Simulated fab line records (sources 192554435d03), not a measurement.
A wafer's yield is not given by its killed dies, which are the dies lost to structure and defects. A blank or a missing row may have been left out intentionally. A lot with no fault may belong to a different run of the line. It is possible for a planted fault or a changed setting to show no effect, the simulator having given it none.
Matching of chambers :: flow n5_finfet :: N5_BEOL_M0_SAQP_MANDREL1_REMOVE_100 on rie_si-05 has 4 sister chambers
The step chemistry HBr/Cl2/O2, target a-Si, stops on SiNx, bt time 10 s. 4 wafers are shown with their chamber, then 10 later ones without.

== WAFERS WITH THEIR CHAMBER ==
wafer: L089.2
chamber: 1
oes_o_777_au (a.u.): 0.99

wafer: L089.6
chamber: 0
oes_o_777_au (a.u.): 0.96

wafer: L091.2
chamber: 3
oes_o_777_au (a.u.): 0.93

wafer: L091.3
chamber: 2
oes_o_777_au (a.u.): 1.09

== WAFERS WITHOUT THEIR CHAMBER ==
wafer: L091.4
oes_o_777_au (a.u.): 0.99

wafer: L092.2
oes_o_777_au (a.u.): 0.92

wafer: L092.4
oes_o_777_au (a.u.): 0.98

wafer: L092.6
oes_o_777_au (a.u.): 0.98

wafer: L093.1
oes_o_777_au (a.u.): 0.93

wafer: L093.5
oes_o_777_au (a.u.): 0.98

wafer: L093.6
oes_o_777_au (a.u.): 1.07

wafer: L094.2
oes_o_777_au (a.u.): 0.98

wafer: L094.3
oes_o_777_au (a.u.): 0.93

wafer: L094.5
oes_o_777_au (a.u.): 1.08

== WHICH CHAMBER EACH ONE RAN IN ==
wafer: L091.4
from the rows above: 1
in truth: 1

wafer: L092.2
from the rows above: 3
in truth: 3

wafer: L092.4
from the rows above: can't be placed: 1 or 0
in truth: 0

wafer: L092.6
from the rows above: can't be placed: 1 or 0
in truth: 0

wafer: L093.1
from the rows above: 3
in truth: 3

wafer: L093.5
from the rows above: can't be placed: 1 or 0
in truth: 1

wafer: L093.6
from the rows above: 2
in truth: 2

wafer: L094.2
from the rows above: can't be placed: 1 or 0
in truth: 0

wafer: L094.3
from the rows above: 3
in truth: 3

wafer: L094.5
from the rows above: 2
in truth: 2
6 of 10 placed correctly. Not placeable from these rows: 4 (in 4, the candidates include the true chamber). 0 placed wrongly.
How it was worked out, from the rows above alone: a wafer's distance from a chamber is the root of the sum, over the readings, of the square of ((its reading less the chamber's mean) divided by the reading's scatter). If the next closest chamber is less than 2 further off than the closest, the wafer can't be placed; otherwise it belongs to the closest. For every chamber, the mean is computed from those of its wafers that are shown. The scatter: root of mean squared gap, hidden wafer to nearest shown wafer, with one shown wafer a chamber.
